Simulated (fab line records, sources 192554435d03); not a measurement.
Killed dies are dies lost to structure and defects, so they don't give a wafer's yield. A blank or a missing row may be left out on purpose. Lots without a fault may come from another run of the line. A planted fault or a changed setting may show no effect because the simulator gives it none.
fab line records | flow n5_finfet | part 2 of 2: steps 19 to 24 of 24
record lots=5 wafers=15 last_day=17
route steps=1938 shown BEOL_M4@1047
lots that met no fault: from a run of the same line without faults
start_h: hours from the record's first day to the start of the lot's first wafer shown | wait_h: hours since the lot's step before | " the same as in the row above | L1.1+2: a row that stands for several wafers | - no value, or no start given | * or withheld: withheld | < > ~ a bound
route shown NAME@n: a module of which the file shows steps, and the number in the route of the first | usual: mean/standard deviation of fault-free wafers | same: alike in all rows | chamber/n: place in a boat | sites: the reading at each site | _std_site: their standard deviation | _edge_site: outer sites' mean less inner sites' | radius_mm: how far each site lies from the wafer's centre | mask NAME#n: copy n | behind: the tool/chamber that last shaped the wafer | hold: why the lot was held/for how many hours/how that ended | device: the transistor (n, p or np) that didn't switch | end of line: the same wafers' tests at the end of the route | a step without rows: its recipe alone | killed: dies lost to structure and defects at the first sort, not the wafer's yield | map: a wafer's dies, x killed, . not, _ none there
set.NAME: the setting as run; set.NAME@STEP: as run at that earlier step | model.NAME: the simulator's own value behind a step, which no gauge read
lots at some steps of the route; a table a step, a row a wafer
services: from which hour (start_h, from the record's first day; less than 0 if before it) a tool's chamber was out of use, for how many hours, and why
## steps
# step N5_BEOL_M4_STRIP_71
# recipe chemistry=N2/H2 temp_c=40 n2_flow_sccm=200 h2_flow_sccm=200 rf_frequency_hz=6e+07
# columns lot.wafer tool chamber start_h wait_h
L082.2+3+6 rie_diel-02 1,3,3 211.95 0.0
L083.2+3+5 rie_diel-02 3 226.56 0.1
L086.3+5+6 rie_diel-02 3,2,0 233.29 0.0
L090.1+2+5 rie_diel-03 1,3,3 260.74 0.0
L096.1+2+4 rie_diel-02 3,1,0 300.62 0.0
# step N5_BEOL_M4_STRIP_78
# recipe chemistry=N2/H2 temp_c=40 n2_flow_sccm=200 h2_flow_sccm=200 rf_frequency_hz=6e+07
# columns lot.wafer tool chamber start_h wait_h
L082.2+3+6 rie_diel-02 1,3,3 211.96 0.0
L083.2+3+5 rie_diel-02 3 226.57 0.0
L086.3+5+6 rie_diel-02 3,2,0 233.30 0.0
L090.1+2+5 rie_diel-03 1,3,3 260.75 0.0
L096.1+2+4 rie_diel-02 3,1,0 300.63 0.0
# step N5_BEOL_M4_VIA_ETCH_34
# recipe chemistry=C4F6/O2 target_depth_a=694 mask_material=SOC pressure_mtorr=15 ion_energy_ev=250 taper_deg=4 time_s=65.9 source_w=350 bias_w=170 Ar_flow_sccm=300 C4F6_flow_sccm=10 O2_flow_sccm=10
# usual drypump_motor_current_A=5.9/0.39 oes_f_703_au=0.81/0.089 oes_product_au=0.81/0.089 rf_fwd_power_W=346.9/1.1 rf_vpp_V=672/17 showerhead_plenum_p_Torr=2.85/0.092 throttle_valve_pct=30.69/0.2
# columns lot.wafer tool chamber start_h wait_h drypump_motor_current_A oes_f_703_au oes_product_au rf_fwd_power_W rf_hours_counter_h rf_vpp_V showerhead_plenum_p_Torr throttle_valve_pct
L082.2 rie_diel-02 1 211.97 0.0 5.6 0.72 0.68 348.6 247 650 2.68 30.58
L082.3 " 3 " " 6.3 0.68 0.70 345.9 210 686 2.93 30.39
L082.6 " 3 " " 6.3 0.68 0.70 345.5 - 685 2.93 30.39
L083.2 rie_diel-02 3 226.59 0.0 6.3 0.67 0.69 346.4 217 685 2.93 30.39
L083.3 " 3 " " 6.3 0.68 0.69 347.7 - 685 2.93 30.40
L083.5 " 3 " " 6.3 0.67 0.69 347.9 - 687 2.93 30.40
L086.3 rie_diel-02 3 233.31 0.0 6.3 0.67 0.69 345.2 220 687 2.93 30.41
L086.5 " 2 " " 5.9 0.75 0.72 346.5 - 641 2.72 30.75
L086.6 " 0 " " 5.9 0.84 0.86 347.9 - 684 2.88 30.80
L090.1 rie_diel-03 1 260.76 0.0 6.2 0.86 0.86 347.9 42 678 2.92 31.13
L090.2 " 3 " " 6.1 0.79 0.81 346.1 85 686 2.86 30.59
L090.5 " 3 " " 6.1 0.79 0.80 346.1 - 687 2.86 30.60
L096.1 rie_diel-02 3 300.64 0.0 6.3 0.65 0.67 345.1 246 685 2.92 30.42
L096.2 " 1 " " 5.6 0.94 0.91 346.9 19 663 3.01 30.41
L096.4 " 0 " " 5.9 0.81 0.82 344.9 98 683 2.86 30.81
# step N5_BEOL_M4_STRIP_83
# recipe chemistry=C4F6/O2 resist=SiARC rf_frequency_hz=6e+07
# columns lot.wafer tool chamber start_h wait_h
L082.2+3+6 rie_diel-02 1,3,3 212.02 0.0
L083.2+3+5 rie_diel-02 3 226.66 0.1
L086.3+5+6 rie_diel-02 3,2,0 233.36 0.0
L090.1+2+5 rie_diel-03 1,3,3 260.81 0.0
L096.1+2+4 rie_diel-02 3,1,0 300.69 0.0
# step N5_BEOL_M4_STRIP_36
# recipe chemistry=N2/H2 power_w=450 temp_c=40 pressure_mtorr=20 rf_frequency_hz=6e+07 overash_fraction=0.3 bias_power_w=7 h2_frac=0.5 n2_flow_sccm=200 h2_flow_sccm=200
# usual drypump_motor_current_A=5.9/0.39 n2_flow_sccm=200.0/0.59 oes_product_au=0.81/0.088 rf_vpp_V=59.3/1.5 showerhead_plenum_p_Torr=2.54/0.082 throttle_valve_pct=23.56/0.22
# columns lot.wafer tool chamber start_h wait_h drypump_motor_current_A n2_flow_sccm oes_product_au rf_hours_counter_h rf_vpp_V showerhead_plenum_p_Torr throttle_valve_pct
L082.2 rie_diel-02 1 212.03 0.0 5.6 200.0 0.67 247 54.3 2.39 23.41
L082.3 " 3 " " 6.3 200.0 0.69 210 57.7 2.63 23.39
L082.6 " 3 " " 6.3 200.1 0.70 - 57.1 2.63 23.38
L083.2 rie_diel-02 3 226.68 0.0 6.3 199.1 0.69 217 60.8 2.62 23.37
L083.3 " 3 " " 6.3 200.4 0.71 - 58.8 2.62 23.36
L083.5 " 3 " " 6.3 198.8 0.70 - 58.6 2.62 23.40
L086.3 rie_diel-02 3 233.37 0.0 6.3 199.6 0.68 220 59.4 2.62 23.39
L086.5 " 2 " " 5.9 199.6 0.72 - 58.8 2.44 23.88
L086.6 " 0 " " 5.9 200.4 0.86 - 58.8 2.56 23.60
L090.1 rie_diel-03 1 260.82 0.0 6.2 200.2 0.85 42 61.7 2.59 23.78
L090.2 " 3 " " 6.1 200.0 0.82 85 57.3 2.56 23.53
L090.5 " 3 " " 6.1 199.1 0.82 - 60.1 2.56 23.57
L096.1 rie_diel-02 3 300.70 0.0 6.3 199.9 0.68 246 60.4 2.61 23.46
L096.2 " 1 " " 5.6 200.1 0.89 19 63.6 2.70 23.13
L096.4 " 0 " " 5.9 199.2 0.82 98 59.9 2.55 23.62
# step N5_BEOL_M4_TRENCH_ETCH_37
# recipe chemistry=C4F6/O2 target_depth_a=555.55 target=SiOC time_s=29.2 ion_energy_ev=250 pressure_mtorr=30 source_w=355 bias_w=185 Ar_flow_sccm=300 C4F6_flow_sccm=10 O2_flow_sccm=10
# usual drypump_motor_current_A=5.8/0.39 oes_f_703_au=0.81/0.09 oes_product_au=0.81/0.089 rf_fwd_power_W=349.8/1.6 rf_vpp_V=671/17 showerhead_plenum_p_Torr=2.86/0.092 throttle_valve_pct=20.78/0.12
# columns lot.wafer tool chamber start_h wait_h drypump_motor_current_A oes_f_703_au oes_product_au rf_fwd_power_W rf_hours_counter_h rf_vpp_V showerhead_plenum_p_Torr throttle_valve_pct
L082.2 rie_diel-02 1 - - 5.6 0.71 0.67 352.6 247 652 2.68 20.86
L082.3 " 3 " " 6.3 0.67 0.69 350.2 210 686 2.94 20.64
L082.6 " 3 " " 6.3 0.67 0.70 348.7 - 686 2.94 20.66
L083.2 rie_diel-02 3 - - 6.3 0.67 0.69 350.5 217 686 2.94 20.62
L083.3 " 3 " " 6.3 0.67 0.69 348.2 - 686 2.94 20.65
L083.5 " 3 " " 6.3 0.67 0.69 348.3 - 686 2.94 20.64
L086.3 rie_diel-02 3 - - 6.3 0.67 0.69 349.4 220 685 2.93 20.65
L086.5 " 2 " " 5.9 0.75 0.72 351.0 - 641 2.73 20.94
L086.6 " 0 " " 5.9 0.84 0.85 348.9 - 683 2.88 20.76
L090.1 rie_diel-03 1 - - 6.3 0.85 0.87 349.5 42 679 2.92 20.98
L090.2 " 3 " " 6.1 0.79 0.81 349.2 85 689 2.86 20.79
L090.5 " 3 " " 6.1 0.79 0.82 350.3 - 688 2.86 20.80
L096.1 rie_diel-02 3 - - 6.3 0.65 0.68 349.1 246 686 2.92 20.68
L096.2 " 1 " " 5.6 0.95 0.91 350.1 19 661 3.01 20.55
L096.4 " 0 " " 5.9 0.82 0.83 348.4 98 686 2.87 20.80
## services
# columns tool chamber start_h hours kind
euv_scanner-01 - 183.58 1.0 pm
euv_scanner-02 - 189.60 1.0 pm
euv_scanner-02 - 197.56 5.8 pm
rie_diel-03 - 212.07 0.1 repair
euv_scanner-01 - 216.20 8.0 pm
rie_diel-02 1 219.16 - clean
rie_diel-02 1 219.16 - consumable_replace:focus_ring
rie_diel-02 1 219.16 - consumable_replace:showerhead
rie_diel-02 1 219.16 21.4 scheduled_down
rie_diel-02 1 219.16 21.4 vent_cycle
litho_track-02 - 222.52 - consumable_replace:filter
rie_diel-03 - 223.88 15.6 pm
ald_sin-03 3 226.02 3.8 repair
rie_diel-04 3 238.86 7.2 repair
euv_scanner-01 - 239.76 1.0 pm
euv_scanner-02 - 245.75 1.0 pm
euv_scanner-02 - 248.17 4.6 pm
ald_sin-02 - 265.39 6.1 pm
ald_sin-02 - 271.50 14.0 pm
ald_sin-03 - 273.70 2.8 pm
euv_scanner-02 - 277.02 0.9 repair
litho_track-04 - 281.80 - consumable_replace:filter
euv_scanner-01 - 295.88 1.0 pm
euv_scanner-01 - 299.74 9.3 repair
